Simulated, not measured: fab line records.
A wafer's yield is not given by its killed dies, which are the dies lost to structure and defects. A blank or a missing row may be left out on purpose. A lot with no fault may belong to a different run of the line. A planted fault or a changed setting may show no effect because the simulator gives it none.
fab line records ; flow nand-harc
[record] lots = 14; wafers = 40; last-day = 25
route steps=1159 shown A_ZERO_WELL@412 A_SOURCE_PLATE@420 A_ONON_D1@442 A_CHANNEL_HOLE_D1@462 END@1159
lots untouched by any fault: they come from a run of this same line in which no faults occurred
start-h: hours from the record's opening day to when the first of the lot's shown wafers began ; wait-h: time in hours since the lot's previous step ; " unchanged from the row above ; L1.1+2: a single row standing in for several wafers ; - no value present, or no start provided ; * or withheld: withheld ; < > ~ a bound
route shown NAME@n: a module of which the file shows steps, and the number in the route of the first ; usual: average and standard deviation across the fault-free wafers ; same: alike in all rows ; chamber/n: place in a boat ; sites: each site's reading ; _std_site: how widely they spread, as a standard deviation ; _edge_site: inner sites' mean taken away from outer sites' mean ; radius-mm: for every site, how far away it sits from the centre of the wafer ; mask NAME#n: copy n ; behind: the most recent tool/chamber to have shaped the wafer ; hold: reason for holding the lot/hours on hold/outcome of the hold ; device: names the non-switching transistor (n, p or np) ; end of line: the route-end tests of the same wafers ; a step given without rows: its recipe and nothing more ; killed: dies that structure and defects cost at the first sort, which is not the same as the wafer's yield ; map: a wafer's dies, marking killed ones x, the rest . and places with no die _
set.NAME: the run value of the setting; set.NAME@STEP: its run value at that earlier step ; model.NAME: the simulator's own value behind a step, which no gauge read
the route's steps for a sample of lots (tables are steps, rows are wafers)
services: from which hour (start-h, from the record's first day; less than 0 if before it) a tool's chamber was out of use, for how many hours, and why
[[steps]]
[step NHARC_A_ZERO_WELL_INSPECT_17]
[usual] raw-defect-count = 13/6.6
lot.wafer;tool;chamber;start-h;wait-h;raw-defect-count
L240.1;defect-inspect-02;-;143.53;0.2;8
L240.2;defect-inspect-02;-;143.53;0.2;13
L240.5;defect-inspect-02;-;143.53;0.2;5
L243.4;defect-inspect-02;-;152.17;0.1;9
L243.5;defect-inspect-02;-;152.17;0.1;4
L243.6;defect-inspect-02;-;152.17;0.1;13
L242.3;defect-inspect-02;-;153.05;0.1;23
L242.4;defect-inspect-02;-;153.05;0.1;15
L242.5;defect-inspect-02;-;153.05;0.1;10
L244.1;defect-inspect-02;-;158.38;0.2;5
L244.3;defect-inspect-02;-;158.38;0.2;7
L244.4;defect-inspect-02;-;158.38;0.2;10
L245.1;defect-inspect-01;-;158.96;0.2;19
L245.4;defect-inspect-01;-;158.96;0.2;12
L245.5;defect-inspect-01;-;158.96;0.2;30
L247.1;defect-inspect-02;-;172.74;0.2;8
L247.3;defect-inspect-02;-;172.74;0.2;14
L247.6;defect-inspect-02;-;172.74;0.2;14
L248.1;defect-inspect-02;-;190.12;0.2;19
L248.2;defect-inspect-02;-;190.12;0.2;6
L248.4;defect-inspect-02;-;190.12;0.2;4
L249.1;defect-inspect-01;-;190.40;0.2;13
L249.2;defect-inspect-01;-;190.40;0.2;7
L249.4;defect-inspect-01;-;190.40;0.2;10
L250.4;defect-inspect-01;-;195.36;0.1;9
L250.5;defect-inspect-01;-;195.36;0.1;12
L250.6;defect-inspect-01;-;195.36;0.1;13
L251.1;defect-inspect-01;-;195.81;0.2;14
L251.4;defect-inspect-01;-;195.81;0.2;16
L251.5;defect-inspect-01;-;195.81;0.2;7
L254.1;defect-inspect-01;-;212.37;0.2;10
L254.3;defect-inspect-01;-;212.37;0.2;29
L257.4;defect-inspect-02;-;239.14;0.1;20
L257.6;defect-inspect-02;-;239.14;0.1;17
L262.1;defect-inspect-02;-;266.38;0.2;9
L262.2;defect-inspect-02;-;266.38;0.2;15
L262.3;defect-inspect-02;-;266.38;0.2;13
L263.3;defect-inspect-02;-;266.93;0.1;11
L263.4;defect-inspect-02;-;266.93;0.1;3
L263.6;defect-inspect-02;-;266.93;0.1;6
[step NHARC_A_SOURCE_PLATE_THK_MEAS_06]
[recipe] thk-meas-gauge = ellipsometry
[usual] thk-nm = 199.1/2.1
lot.wafer;tool;chamber;start-h;wait-h;thk-nm
L240.1;film-metro-02;-;164.30;0.4;195.7
L240.2;film-metro-02;-;164.30;0.4;197.0
L240.5;film-metro-02;-;164.30;0.4;196.9
L243.4;film-metro-01;-;173.62;0.4;199.8
L243.5;film-metro-01;-;173.62;0.4;199.8
L243.6;film-metro-01;-;173.62;0.4;200.4
L242.3;film-metro-01;-;173.63;0.4;199.5
L242.4;film-metro-01;-;173.63;0.4;196.6
L242.5;film-metro-01;-;173.63;0.4;198.2
L245.1;film-metro-01;-;180.95;0.4;197.0
L245.4;film-metro-01;-;180.95;0.4;196.7
L245.5;film-metro-01;-;180.95;0.4;197.8
L244.1;film-metro-02;-;180.95;0.4;199.8
L244.3;film-metro-02;-;180.95;0.4;200.0
L244.4;film-metro-02;-;180.95;0.4;200.8
L247.1;film-metro-01;-;193.82;0.4;196.3
L247.3;film-metro-01;-;193.82;0.4;198.5
L247.6;film-metro-01;-;193.82;0.4;201.1
L249.1;film-metro-01;-;210.63;0.4;197.6
L249.2;film-metro-01;-;210.63;0.4;199.2
L249.4;film-metro-01;-;210.63;0.4;200.9
L248.1;film-metro-02;-;210.63;0.4;197.9
L248.2;film-metro-02;-;210.63;0.4;199.3
L248.4;film-metro-02;-;210.63;0.4;197.9
L251.1;film-metro-01;-;215.75;0.4;202.0
L251.4;film-metro-01;-;215.75;0.4;197.6
L251.5;film-metro-01;-;215.75;0.4;198.5
L250.4;film-metro-02;-;215.75;0.4;200.1
L250.5;film-metro-02;-;215.75;0.4;198.9
L250.6;film-metro-02;-;215.75;0.4;200.0
L254.1;film-metro-01;-;233.78;0.4;198.2
L254.3;film-metro-01;-;233.78;0.4;198.3
L257.4;film-metro-02;-;257.83;0.4;200.9
L257.6;film-metro-02;-;257.83;0.4;198.9
L263.3;film-metro-02;-;286.18;0.4;200.0
L263.4;film-metro-02;-;286.18;0.4;200.0
L263.6;film-metro-02;-;286.18;0.4;199.7
L262.1;film-metro-01;-;286.19;0.4;195.7
L262.2;film-metro-01;-;286.19;0.4;197.3
L262.3;film-metro-01;-;286.19;0.4;196.8
[step NHARC_A_ONON_D1_DEP_25]
[recipe] target-thk-a = 10000; n2-flow-sccm = 2750; n2o-flow-sccm = 2000; nh3-flow-sccm = 500; sih4-flow-sccm = 210; temp-c = 400
lot.wafer;tool;chamber;start-h;wait-h
L240.1+2+5;pecvd-onon-02;0;177.15;0.1
L242.3+4+5;pecvd-onon-02;0;185.13;0.2
L243.4+5+6;pecvd-onon-01;0;185.15;0.2
L245.1+4+5;pecvd-onon-04;0;192.19;0.1
L244.1+3+4;pecvd-onon-02;0;192.19;0.1
L247.1+3+6;pecvd-onon-04;0;205.91;0.1
L249.1+2+4;pecvd-onon-04;0;221.79;0.1
L248.1+2+4;pecvd-onon-01;0;221.80;0.1
L251.1+4+5;pecvd-onon-01;0;226.94;0.1
L250.4+5+6;pecvd-onon-04;0;227.12;0.2
L254.1+3;pecvd-onon-01;0;244.94;0.1
L257.4+6;pecvd-onon-01;0;269.54;0.2
L263.3+4+6;pecvd-onon-04;0;297.52;0.2
L262.1+2+3;pecvd-onon-04;0;297.76;0.1
[step NHARC_A_ONON_D1_THK_MEAS_27]
[recipe] thk-meas-gauge = ellipsometry
[usual] thk-nm = 996/9.1
lot.wafer;tool;chamber;start-h;wait-h;thk-nm
L240.1;film-metro-02;-;177.67;-;992
L240.2;film-metro-02;-;177.67;-;994
L240.5;film-metro-02;-;177.67;-;992
L243.4;film-metro-02;-;185.49;-;989
L243.5;film-metro-02;-;185.49;-;991
L243.6;film-metro-02;-;185.49;-;991
L242.3;film-metro-01;-;185.53;-;1010
L242.4;film-metro-01;-;185.53;-;1010
L242.5;film-metro-01;-;185.53;-;1012
L245.1;film-metro-01;-;192.70;-;985
L245.4;film-metro-01;-;192.70;-;987
L245.5;film-metro-01;-;192.70;-;986
L244.1;film-metro-01;-;192.70;-;992
L244.3;film-metro-01;-;192.70;-;991
L244.4;film-metro-01;-;192.70;-;990
L247.1;film-metro-01;-;206.42;-;1004
L247.3;film-metro-01;-;206.42;-;1004
L247.6;film-metro-01;-;206.42;-;1005
L249.1;film-metro-02;-;222.30;-;986
L249.2;film-metro-02;-;222.30;-;983
L249.4;film-metro-02;-;222.30;-;984
L248.1;film-metro-01;-;222.30;-;993
L248.2;film-metro-01;-;222.30;-;993
L248.4;film-metro-01;-;222.30;-;993
L251.1;film-metro-01;-;227.46;-;999
L251.4;film-metro-01;-;227.46;-;997
L251.5;film-metro-01;-;227.46;-;997
L250.4;film-metro-02;-;227.46;-;987
L250.5;film-metro-02;-;227.46;-;985
L250.6;film-metro-02;-;227.46;-;986
L254.1;film-metro-02;-;245.45;-;1003
L254.3;film-metro-02;-;245.45;-;1499
L257.4;film-metro-01;-;269.88;-;1516
L257.6;film-metro-01;-;269.88;-;1020
L263.3;film-metro-01;-;297.91;-;1001
L263.4;film-metro-01;-;297.91;-;1002
L263.6;film-metro-01;-;297.91;-;1003
L262.1;film-metro-01;-;298.27;-;1002
L262.2;film-metro-01;-;298.27;-;1001
L262.3;film-metro-01;-;298.27;-;1000
[step NHARC_A_CHANNEL_HOLE_D1_CD_MEAS_10]
[recipe] target-cd-nm = 100; landing-energy-ev = 500
[usual] cd-nm = 99.9/0.69
lot.wafer;tool;chamber;start-h;wait-h;cd-nm
L240.1;cd-sem-02;0;184.30;-;99.6
L240.2;cd-sem-02;0;184.30;-;99.0
L240.5;cd-sem-02;0;184.30;-;99.0
L243.4;cd-sem-01;0;190.03;-;99.7
L243.5;cd-sem-01;0;190.03;-;100.2
L243.6;cd-sem-01;0;190.03;-;100.0
L242.3;cd-sem-01;0;190.18;-;99.3
L242.4;cd-sem-01;0;190.18;-;99.0
L242.5;cd-sem-01;0;190.18;-;99.0
L245.1;cd-sem-01;0;198.10;-;100.4
L245.4;cd-sem-01;0;198.10;-;99.9
L245.5;cd-sem-01;0;198.10;-;99.8
L244.1;cd-sem-02;0;198.72;-;100.3
L244.3;cd-sem-02;0;198.72;-;100.2
L244.4;cd-sem-02;0;198.72;-;100.2
L247.1;cd-sem-02;0;210.25;-;99.6
L247.3;cd-sem-02;0;210.25;-;100.1
L247.6;cd-sem-02;0;210.25;-;99.9
L249.1;cd-sem-01;0;228.61;-;100.1
L249.2;cd-sem-01;0;228.61;-;100.0
L249.4;cd-sem-01;0;228.61;-;100.5
L248.1;cd-sem-02;0;230.00;-;100.0
L248.2;cd-sem-02;0;230.00;-;99.1
L248.4;cd-sem-02;0;230.00;-;99.9
L250.4;cd-sem-02;0;233.59;-;98.3
L250.5;cd-sem-02;0;233.59;-;98.3
L250.6;cd-sem-02;0;233.59;-;98.8
L251.1;cd-sem-01;0;233.86;-;99.5
L251.4;cd-sem-01;0;233.86;-;100.8
L251.5;cd-sem-01;0;233.86;-;99.4
L254.1;cd-sem-03;0;249.27;-;99.6
L257.6;cd-sem-01;0;275.58;-;100.3
L263.3;cd-sem-01;0;301.72;-;101.1
L263.4;cd-sem-01;0;301.72;-;100.3
L263.6;cd-sem-01;0;301.72;-;100.5
L262.1;cd-sem-02;0;303.66;-;100.9
L262.2;cd-sem-02;0;303.66;-;99.9
L262.3;cd-sem-02;0;303.66;-;101.1
[step NHARC_END_SORT_01]
[recipe] temp-c = 25
[usual] killed-at-array = 28/11; killed-at-other = 0.8/1.1; killed-at-periphery = 3.3/2.8; killed-dies = 32/11; killed-open = 3.3/1.9; killed-short = 1.9/1.4
[same] gross-dies = 677
lot.wafer;tool;chamber;start-h;wait-h;killed-at-array;killed-at-other;killed-at-periphery;killed-dies;killed-open;killed-short
L254.1;prober-02;0;506.00;2.5;34;3;6;43;1;3
L254.3;prober-02;0;507.63;3.1;666;5;6;677;2;0
// killed by level:class
L254.1 A_CHANNEL_HOLE_D1:chamber-film-flake=20 A_CONTACT:chamber-film-flake=5 THIN_TSV:chamber-film-flake=3 P_M1:chamber-film-flake=2 A_SLIT:chamber-film-flake=2 P_M0:geometric-particle:open=1 A_CONTACT:geometric-particle:short=1 A_BLC:geometric-particle:short=1
L254.3 A_ONON_D1:area-dep=630 A_CHANNEL_HOLE_D1:chamber-film-flake=22 A_STAIRCASE:chamber-film-flake=6 A_CONTACT:chamber-film-flake=6 THIN_TSV:chamber-film-flake=5 P_M1:chamber-film-flake=3 P_CONTACT:geometric-particle:open=1 P_M0:geometric-particle:open=1
[[services]]
tool;chamber;start-h;hours;kind
pecvd-onon-01;-;195.43;13.0;pm
pecvd-onon-01;-;214.07;2.1;repair
pecvd-onon-04;-;237.00;13.0;pm
pecvd-onon-02;-;292.00;13.0;pm
[[key]]
[first-sign] step = NHARC_A_ONON_D1_THK_MEAS_27; reading = thk-nm; direction = up; sigmas = 56; usual = 996; struck = 1508
[effect] step = NHARC_END_SORT_01; reading = killed-at-array; direction = up; sigmas = 58; usual = 28; struck = 666
[more-kills-born-at] NHARC_A_ONON_D1_DEP_25@pecvd-onon-01 = 630
met-at NHARC_A_ONON_D1_DEP_25
struck-lots L254,L257
struck-wafers L254.3,L257.4
later-rows-left-out L254.3,L257.4
sort-left-out L257.4
tester-left-out L254,L257
not-acting-at NHARC_A_ZERO_WELL_INSPECT_17,NHARC_A_SOURCE_PLATE_THK_MEAS_06,NHARC_A_CHANNEL_HOLE_D1_CD_MEAS_10
[fault] kind = process-parameter-drift; tool = pecvd-onon-01; chamber = -; onset-h = 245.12; steps = NHARC_A_ONON_D1_DEP_25; channel = target-thk-a; offset = *; shape = step; end-h = 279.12; scope = struck-wafers-only; acts-in = *; stated = *
// tester-left-out: of these lots the tester's yield and bins aren't shown, on N5 and GAA mostly nor the transistor test; their killed dies are dies lost to structure and defects alone, not to doping, threshold or leakage, so they don't give the yield
// sort-left-out: the simulated sort isn't trusted on such a fault, so these wafers' sort isn't shown, and their yield isn't known
// later-rows-left-out: the simulator's readings of these wafers behind a module that went badly wrong aren't trusted and aren't shown, but for the sort
